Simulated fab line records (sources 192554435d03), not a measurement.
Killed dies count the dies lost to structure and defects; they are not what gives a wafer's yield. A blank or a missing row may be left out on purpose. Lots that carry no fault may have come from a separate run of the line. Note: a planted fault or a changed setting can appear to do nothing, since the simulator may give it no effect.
What tool caused it?    flow n5-finfet    Sampling: 10 lots, 29 wafers, 5 of 1938 route steps

## WHAT THE GAUGES READ, wafer by wafer
N5_PMOS_HMC_CHANNEL_EPI_INSPECT_11: inspects for defects (macro). Usual: raw-defect-count 2.1, standard deviation 1.3.
lot   measured     on                 raw-defect-count  flag
L666  day 2 05:38  defect-inspect-01  1 5 2             
L668  day 2 17:32  defect-inspect-01  3 0 2             
L672  day 3 17:17  defect-inspect-02  0 3 1             
L673  day 3 23:26  defect-inspect-01  0 2 2             
L677  day 5 01:35  defect-inspect-01  1 2 2             
L678  day 5 05:35  defect-inspect-01  4 3 4             
L679  day 5 11:30  defect-inspect-02  3 2               
L684  day 6 18:19  defect-inspect-01  1 2 3             
L686  day 7 04:59  defect-inspect-01  2 3 0             
L687  day 7 12:20  defect-inspect-01  4 3 2             

N5_BEOL_M4_RC_MEAS_101. Usual: DIBL_N 36.3 mV/V, standard deviation 1.9; DIBL_P 36.0 mV/V, standard deviation 2.1; IOFF_N 0.16 nA/um, standard deviation 0.031; IOFF_P 0.21 nA/um, standard deviation 0.035; ION_N 675 uA/um, standard deviation 14; ION_P 464 uA/um, standard deviation 8.5; SS_N 71.5 mV/dec, standard deviation 0.6; SS_P 73.3 mV/dec, standard deviation 0.72; VT_N 250 mV, standard deviation 3.2; VT_P -250 mV, standard deviation 3.1.
lot   measured      on         DIBL_N (mV/V)   DIBL_P (mV/V)   IOFF_N (nA/um)  IOFF_P (nA/um)  ION_N (uA/um)  ION_P (uA/um)  SS_N (mV/dec)   SS_P (mV/dec)   VT_N (mV)    VT_P (mV)       flag
L666  day 8 06:11   prober-01  33.5 37.7 34.6  31.3 36.1 32.5  0.11 0.17 0.13  0.14 0.20 0.15  649 662 664    443 455 452    70.3 72.0 71.9  72.5 73.5 72.4  254 253 253  -258 -252 -256  
L668  day 8 18:02   prober-02  36.8 35.1 34.9  36.4 34.4 34.6  0.15 0.13 0.13  0.20 0.18 0.18  654 664 668    452 455 459    72.1 70.7 71.4  73.0 72.6 73.1  254 253 253  -254 -253 -253  
L672  day 9 10:14   prober-01  33.6 36.4 35.0  31.7 35.0 34.1  0.10 0.14 0.12  0.16 0.21 0.20  667 675 663    464 462 462    70.8 72.4 70.9  71.8 72.9 72.1  257 252 255  -254 -248 -249  
L673  day 9 16:55   prober-01  37.2 33.7 30.6  39.2 35.7 31.6  0.19 0.13 0.09  0.23 0.18 0.13  662 667 638    451 454 441    72.9 70.8 70.6  73.5 72.9 72.3  250 252 256  -249 -255 -255  
L677  day 14 08:04  prober-02  37.1 37.9 36.8  36.4 38.7 35.7  0.16 0.19 0.15  0.20 0.26 0.21  672 674 676    461 468 469    72.1 71.9 71.6  73.9 74.0 73.9  255 250 251  -252 -248 -250  
L678  day 12 21:15  prober-01  37.7 36.4 37.2  35.8 34.5 34.4  0.17 0.15 0.16  0.22 0.19 0.19  691 675 676    473 462 460    72.6 72.1 72.3  73.5 72.9 72.9  248 250 251  -246 -251 -251  
L679  day 13 14:40  prober-01  33.1 37.4       32.6 37.9       0.11 0.17       0.14 0.21       665 680        450 470        69.9 71.8       72.3 73.6       255 253      -255 -252       
L684  day 13 01:41  prober-01  35.2 35.7 37.2  36.5 36.8 39.7  0.14 0.16 0.19  0.17 0.18 0.22  678 681 698    458 457 471    70.4 71.7 72.5  72.9 73.2 73.5  248 248 246  -257 -254 -250  
L686  day 14 12:35  prober-02  35.8 34.3 36.3  36.4 34.6 36.0  0.15 0.13 0.15  0.23 0.19 0.21  676 673 676    469 465 465    72.4 71.7 72.0  73.1 72.1 72.5  251 253 251  -249 -250 -249  
L687  day 15 04:40  prober-01  36.2 36.5 36.9  36.7 36.7 37.3  0.15 0.15 0.16  0.21 0.21 0.21  668 668 665    460 458 457    71.1 70.7 71.4  73.1 73.2 74.1  250 251 251  -249 -248 -250  

## WHAT TOOL EACH LOT RAN ON (gives the tool, then ch and the chambers of the sampled wafers, and finally the start)
lot   N5_WELL_APT_EPI_41              N5_PMOS_HMC_CHANNEL_EPI_ETCH_32    N5_PMOS_HMC_CHANNEL_EPI_CMP_21
L666  epi-rpcvd-01 ch 0, day 2 04:41  rie-diel-05 ch 0,2,3, day 2 05:42  cmp-02 ch 0,1,3, day 2 07:40
L668  epi-rpcvd-01 ch 0, day 2 16:25  rie-diel-06 ch 2,3, day 2 17:37    cmp-03 ch 0,1,2, day 2 19:38
L672  epi-rpcvd-04 ch 0, day 3 16:23  rie-diel-06 ch 0,2,3, day 3 17:22  cmp-02 ch 0,1,3, day 3 19:17
L673  epi-rpcvd-01 ch 0, day 3 22:18  rie-diel-05 ch 0,2,3, day 3 23:30  cmp-04 ch 0,1,2, day 4 01:26
L677  epi-rpcvd-04 ch 0, day 5 00:34  rie-diel-06 ch 0,1,3, day 5 01:39  cmp-03 ch 1,2,3, day 5 03:37
L678  epi-rpcvd-04 ch 0, day 5 04:31  rie-diel-06 ch 2,3, day 5 05:39    cmp-02 ch 0,1,3, day 5 07:35
L679  epi-rpcvd-01 ch 0, day 5 10:34  rie-diel-06 ch 1,3, day 5 11:34    cmp-02 ch 0,2, day 5 13:37
L684  epi-rpcvd-02 ch 0, day 6 17:23  rie-diel-05 ch 1,2,3, day 6 18:38  cmp-02 ch 1,2,3, day 6 21:02
L686  epi-rpcvd-02 ch 0, day 7 03:58  rie-diel-05 ch 0,1,3, day 7 05:03  cmp-02 ch 1,3, day 7 07:08
L687  epi-rpcvd-01 ch 0, day 7 11:11  rie-diel-05 ch 0,3, day 7 12:38    cmp-02 ch 1,2, day 7 14:38
- N5_WELL_APT_EPI_41: deposits Si from SiH4/H2, target thk 50 nm, time 297.7 s.
- N5_PMOS_HMC_CHANNEL_EPI_ETCH_32: etches BARC in N2/H2, stops on SiO2, target depth 85.8 nm, time 50.3 s.
- N5_PMOS_HMC_CHANNEL_EPI_CMP_21: polishes SiGe30, target thk 54 nm.

## WHAT THE TOOLS THEMSELVES READ (means of the sampled wafers that have a number; where no wafer has one, the mark that the record gives instead)
N5_WELL_APT_EPI_41. Usual: throttle-valve-pct 11.03 %, standard deviation 0.22.
lot   tool          throttle-valve-pct (%)  flag
L666  epi-rpcvd-01  10.88                   
L668  epi-rpcvd-01  10.80                   
L672  epi-rpcvd-04  11.18                   
L673  epi-rpcvd-01  10.89                   
L677  epi-rpcvd-04  11.15                   
L678  epi-rpcvd-04  11.28                   
L679  epi-rpcvd-01  10.89                   
L684  epi-rpcvd-02  11.02                   
L686  epi-rpcvd-02  11.10                   
L687  epi-rpcvd-01  10.69                   

N5_PMOS_HMC_CHANNEL_EPI_ETCH_32. Usual: drypump-motor-current-A 5.7 A, standard deviation 0.72; h2-flow-sccm 200.0 sccm, standard deviation 0.59; oes-product-au 0.65 a.u., standard deviation 0.055; rf-vpp-V 524.0 V, standard deviation 2.9; showerhead-plenum-p-Torr 2.55 Torr, standard deviation 0.1; throttle-valve-pct 17.96 %, standard deviation 0.18.
lot   tool         drypump-motor-current-A (A)  h2-flow-sccm (sccm)  oes-product-au (a.u.)  rf-vpp-V (V)  showerhead-plenum-p-Torr (Torr)  throttle-valve-pct (%)  flag
L666  rie-diel-05  5.6                          200.0                0.62                   522.9         2.49                             18.07                   
L668  rie-diel-06  6.1                          199.9                0.62                   523.5         2.52                             17.93                   
L672  rie-diel-06  6.1                          200.0                0.67                   525.3         2.58                             17.80                   
L673  rie-diel-05  5.6                          200.3                0.61                   521.4         2.49                             18.09                   
L677  rie-diel-06  5.7                          200.0                0.66                   524.3         2.59                             17.78                   
L678  rie-diel-06  6.2                          199.9                0.59                   523.1         2.52                             17.94                   
L679  rie-diel-06  5.5                          200.6                0.62                   523.5         2.53                             17.91                   
L684  rie-diel-05  5.7                          200.3                0.69                   525.2         2.60                             17.92                   
L686  rie-diel-05  6.1                          200.4                0.68                   522.6         2.52                             18.02                   
L687  rie-diel-05  6.1                          199.8                0.67                   523.7         2.51                             18.10                   

N5_PMOS_HMC_CHANNEL_EPI_CMP_21. Usual: motor-current-A 11.8 A, standard deviation 1.3.
lot   tool    motor-current-A (A)  flag
L666  cmp-02  11.0                 
L668  cmp-03  12.3                 
L672  cmp-02  11.2                 
L673  cmp-04  12.6                 
L677  cmp-03  13.1                 
L678  cmp-02  11.1                 
L679  cmp-02  10.9                 
L684  cmp-02  11.9                 
L686  cmp-02  11.2                 
L687  cmp-02  11.8                 

## THE ANSWER, worked out from the rows above alone
Rule: a lot is off if the mean of its wafers that have a number lies more than 3 standard deviations from the usual mean. A lot without any number at a reading at which 4 lots or more have one is off too. All remaining lots with rows at the step are treated as sound. Order of review: gauges by route order, followed by the tools' own readings, for which a lot's mean as printed above is used. The first step at which some lot is off is used, and at that step the reading that is off furthest; a lot without a number counts as furthest.
None of the lots is off at any reading shown; this tells nothing.

## WHAT WAS PUT IN BY THE SIMULATOR
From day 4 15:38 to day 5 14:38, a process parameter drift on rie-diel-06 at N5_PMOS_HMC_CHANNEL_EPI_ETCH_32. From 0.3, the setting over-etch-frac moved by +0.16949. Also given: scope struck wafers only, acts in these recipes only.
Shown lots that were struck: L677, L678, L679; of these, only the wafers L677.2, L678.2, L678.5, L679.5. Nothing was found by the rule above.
